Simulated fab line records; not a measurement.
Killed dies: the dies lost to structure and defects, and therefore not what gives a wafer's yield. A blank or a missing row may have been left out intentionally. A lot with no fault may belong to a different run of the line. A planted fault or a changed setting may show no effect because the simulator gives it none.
Split-lot experiment / flow n5 finfet / route with 1938 steps; 7 lots, 39 wafers read

== ABOUT THE SPLIT ==
At N5_FIN_CUT_CUT_ETCH_26 (etches SiNx in CH3F/O2, target depth 39 nm, time 55.7 s), the setting time s was moved away from the recipe's 55.7 s on 12 of the 39 wafers read, by -21.6% to -11.3%. This setting was run at the recipe's value on the other wafers.

The reading is taken at the split's own step.

== THE READING ==
SOC_of_FIN_CUT_COAT_18.thk nm (the simulator's own value, which no gauge read), in nm, at N5_FIN_CUT_CUT_ETCH_26 (etches SiNx in CH3F/O2, target depth 39 nm, time 55.7 s). There is no usual value for it anywhere in the file. Here, 27 wafers ran the recipe; their average is 211.6 nm with a standard deviation of 0.46 nm.

wafer=L079.1; tool, chamber at the split=rie diel-06, 1; time s as run, s=55.7; against the recipe=recipe; SOC_of_FIN_CUT_COAT_18.thk nm, nm=211.6; against lot-mates on the recipe=-
wafer=L079.2; tool, chamber at the split=rie diel-06, 2; time s as run, s=55.7; against the recipe=recipe; SOC_of_FIN_CUT_COAT_18.thk nm, nm=211.4; against lot-mates on the recipe=-
wafer=L079.3; tool, chamber at the split=rie diel-06, 3; time s as run, s=55.7; against the recipe=recipe; SOC_of_FIN_CUT_COAT_18.thk nm, nm=211.6; against lot-mates on the recipe=-
wafer=L079.4; tool, chamber at the split=rie diel-06, 0; time s as run, s=55.7; against the recipe=recipe; SOC_of_FIN_CUT_COAT_18.thk nm, nm=211.8; against lot-mates on the recipe=-
wafer=L079.5; tool, chamber at the split=rie diel-06, 0; time s as run, s=55.7; against the recipe=recipe; SOC_of_FIN_CUT_COAT_18.thk nm, nm=211.6; against lot-mates on the recipe=-
wafer=L079.6; tool, chamber at the split=rie diel-06, 3; time s as run, s=55.7; against the recipe=recipe; SOC_of_FIN_CUT_COAT_18.thk nm, nm=211.2; against lot-mates on the recipe=-
wafer=L080.1; tool, chamber at the split=rie diel-01, 2; time s as run, s=43.69; against the recipe=-21.6%; SOC_of_FIN_CUT_COAT_18.thk nm, nm=215; against lot-mates on the recipe=+2.5
wafer=L080.2; tool, chamber at the split=rie diel-01, 1; time s as run, s=43.69; against the recipe=-21.6%; SOC_of_FIN_CUT_COAT_18.thk nm, nm=215.6; against lot-mates on the recipe=+3.1
wafer=L080.3; tool, chamber at the split=rie diel-01, 3; time s as run, s=55.7; against the recipe=recipe; SOC_of_FIN_CUT_COAT_18.thk nm, nm=212.2; against lot-mates on the recipe=-
wafer=L080.4; tool, chamber at the split=rie diel-01, 0; time s as run, s=43.69; against the recipe=-21.6%; SOC_of_FIN_CUT_COAT_18.thk nm, nm=215.8; against lot-mates on the recipe=+3.3
wafer=L080.5; tool, chamber at the split=rie diel-01, 1; time s as run, s=55.7; against the recipe=recipe; SOC_of_FIN_CUT_COAT_18.thk nm, nm=212.4; against lot-mates on the recipe=-
wafer=L080.6; tool, chamber at the split=rie diel-01, 0; time s as run, s=55.7; against the recipe=recipe; SOC_of_FIN_CUT_COAT_18.thk nm, nm=212.8; against lot-mates on the recipe=-
wafer=L081.1; tool, chamber at the split=rie diel-02, 0; time s as run, s=55.7; against the recipe=recipe; SOC_of_FIN_CUT_COAT_18.thk nm, nm=211.4; against lot-mates on the recipe=-
wafer=L081.2; tool, chamber at the split=rie diel-02, 2; time s as run, s=55.7; against the recipe=recipe; SOC_of_FIN_CUT_COAT_18.thk nm, nm=212; against lot-mates on the recipe=-
wafer=L081.3; tool, chamber at the split=rie diel-02, 3; time s as run, s=49.42; against the recipe=-11.3%; SOC_of_FIN_CUT_COAT_18.thk nm, nm=213.6; against lot-mates on the recipe=+2.0
wafer=L081.4; tool, chamber at the split=rie diel-02, 1; time s as run, s=49.42; against the recipe=-11.3%; SOC_of_FIN_CUT_COAT_18.thk nm, nm=213; against lot-mates on the recipe=+1.4
wafer=L081.5; tool, chamber at the split=rie diel-02, 0; time s as run, s=55.7; against the recipe=recipe; SOC_of_FIN_CUT_COAT_18.thk nm, nm=211.4; against lot-mates on the recipe=-
wafer=L081.6; tool, chamber at the split=rie diel-02, 1; time s as run, s=49.42; against the recipe=-11.3%; SOC_of_FIN_CUT_COAT_18.thk nm, nm=213.2; against lot-mates on the recipe=+1.6
wafer=L082.1; tool, chamber at the split=rie diel-06, 0; time s as run, s=48.82; against the recipe=-12.4%; SOC_of_FIN_CUT_COAT_18.thk nm, nm=214; against lot-mates on the recipe=+2.3
wafer=L082.2; tool, chamber at the split=rie diel-06, 2; time s as run, s=48.82; against the recipe=-12.4%; SOC_of_FIN_CUT_COAT_18.thk nm, nm=214; against lot-mates on the recipe=+2.3
wafer=L082.3; tool, chamber at the split=rie diel-06, 1; time s as run, s=55.7; against the recipe=recipe; SOC_of_FIN_CUT_COAT_18.thk nm, nm=212; against lot-mates on the recipe=-
wafer=L082.4; tool, chamber at the split=rie diel-06, 3; time s as run, s=55.7; against the recipe=recipe; SOC_of_FIN_CUT_COAT_18.thk nm, nm=211.4; against lot-mates on the recipe=-
wafer=L082.5; tool, chamber at the split=rie diel-06, 3; time s as run, s=55.7; against the recipe=recipe; SOC_of_FIN_CUT_COAT_18.thk nm, nm=211.8; against lot-mates on the recipe=-
wafer=L082.6; tool, chamber at the split=rie diel-06, 0; time s as run, s=48.82; against the recipe=-12.4%; SOC_of_FIN_CUT_COAT_18.thk nm, nm=214.6; against lot-mates on the recipe=+2.9
wafer=L083.1; tool, chamber at the split=rie diel-06, 2; time s as run, s=47.71; against the recipe=-14.3%; SOC_of_FIN_CUT_COAT_18.thk nm, nm=213.6; against lot-mates on the recipe=+2.7
wafer=L083.2; tool, chamber at the split=rie diel-06, 3; time s as run, s=55.7; against the recipe=recipe; SOC_of_FIN_CUT_COAT_18.thk nm, nm=210.8; against lot-mates on the recipe=-
wafer=L083.3; tool, chamber at the split=rie diel-06, 0; time s as run, s=47.71; against the recipe=-14.3%; SOC_of_FIN_CUT_COAT_18.thk nm, nm=214; against lot-mates on the recipe=+3.1
wafer=L083.4; tool, chamber at the split=rie diel-06, 1; time s as run, s=47.71; against the recipe=-14.3%; SOC_of_FIN_CUT_COAT_18.thk nm, nm=213; against lot-mates on the recipe=+2.1
wafer=L083.5; tool, chamber at the split=rie diel-06, 2; time s as run, s=55.7; against the recipe=recipe; SOC_of_FIN_CUT_COAT_18.thk nm, nm=211.6; against lot-mates on the recipe=-
wafer=L083.6; tool, chamber at the split=rie diel-06, 3; time s as run, s=55.7; against the recipe=recipe; SOC_of_FIN_CUT_COAT_18.thk nm, nm=210.4; against lot-mates on the recipe=-
wafer=L093.1; tool, chamber at the split=rie diel-02, 2; time s as run, s=55.7; against the recipe=recipe; SOC_of_FIN_CUT_COAT_18.thk nm, nm=211.2; against lot-mates on the recipe=-
wafer=L093.2; tool, chamber at the split=rie diel-02, 3; time s as run, s=55.7; against the recipe=recipe; SOC_of_FIN_CUT_COAT_18.thk nm, nm=212; against lot-mates on the recipe=-
wafer=L093.3; tool, chamber at the split=rie diel-02, 0; time s as run, s=55.7; against the recipe=recipe; SOC_of_FIN_CUT_COAT_18.thk nm, nm=211.8; against lot-mates on the recipe=-
wafer=L093.4; tool, chamber at the split=rie diel-02, 2; time s as run, s=55.7; against the recipe=recipe; SOC_of_FIN_CUT_COAT_18.thk nm, nm=211.4; against lot-mates on the recipe=-
wafer=L093.5; tool, chamber at the split=rie diel-02, 3; time s as run, s=55.7; against the recipe=recipe; SOC_of_FIN_CUT_COAT_18.thk nm, nm=211.4; against lot-mates on the recipe=-
wafer=L093.6; tool, chamber at the split=rie diel-02, 0; time s as run, s=55.7; against the recipe=recipe; SOC_of_FIN_CUT_COAT_18.thk nm, nm=211.4; against lot-mates on the recipe=-
wafer=L094.2; tool, chamber at the split=rie diel-01, 3; time s as run, s=55.7; against the recipe=recipe; SOC_of_FIN_CUT_COAT_18.thk nm, nm=211.6; against lot-mates on the recipe=-
wafer=L094.3; tool, chamber at the split=rie diel-01, 0; time s as run, s=55.7; against the recipe=recipe; SOC_of_FIN_CUT_COAT_18.thk nm, nm=211.8; against lot-mates on the recipe=-
wafer=L094.6; tool, chamber at the split=rie diel-01, 0; time s as run, s=55.7; against the recipe=recipe; SOC_of_FIN_CUT_COAT_18.thk nm, nm=211.6; against lot-mates on the recipe=-

THE FIT
A straight line over all 39 wafers: SOC_of_FIN_CUT_COAT_18.thk nm changes by -0.17 nm for each +1% of time s; r = -0.93; the points scatter about the line by 0.49 nm.
The same after taking each lot's own level away (the mean of its wafers on the recipe; 39 wafers): -0.157 nm for each +1%; r = -0.95; scatter 0.37 nm.
On that fit, the largest move of time s shifts the reading by 3.4 nm.
From 210.93 to 212.47 nm: that is the span of the lots' own levels, equal to 3.3 times the standard deviation above.
Consequently the slope shifts little with the lot-to-lot level, the two slopes agreeing.
Check: for one of the wafers moved furthest among these (-21.6%), held out of the fit, the line's prediction against its lot-mates is +3.6 nm. It came out at +2.53 nm against them.

== THE WHOLE CHAIN: every reading that the file lists as answering this split, in the file's order ==
step=N5_FIN_CUT_CUT_ETCH_26; what it does=etches SiNx in CH3F/O2, target depth 39 nm, time 55.7 s; reading=etch.depth nm (the simulator's own value, which no gauge read); change (the file's fit)=+0.406 nm for each +1% of the setting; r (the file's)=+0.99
step=N5_FIN_CUT_CUT_ETCH_26; what it does=etches SiNx in CH3F/O2, target depth 39 nm, time 55.7 s; reading=SOC_of_FIN_CUT_COAT_18.thk nm (the simulator's own value, which no gauge read); change (the file's fit)=-0.159 nm for each +1% of the setting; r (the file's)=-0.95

== FILE'S OWN FIT ==
SOC_of_FIN_CUT_COAT_18.thk nm changes by -0.159 nm for each +1% of time s, r = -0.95.
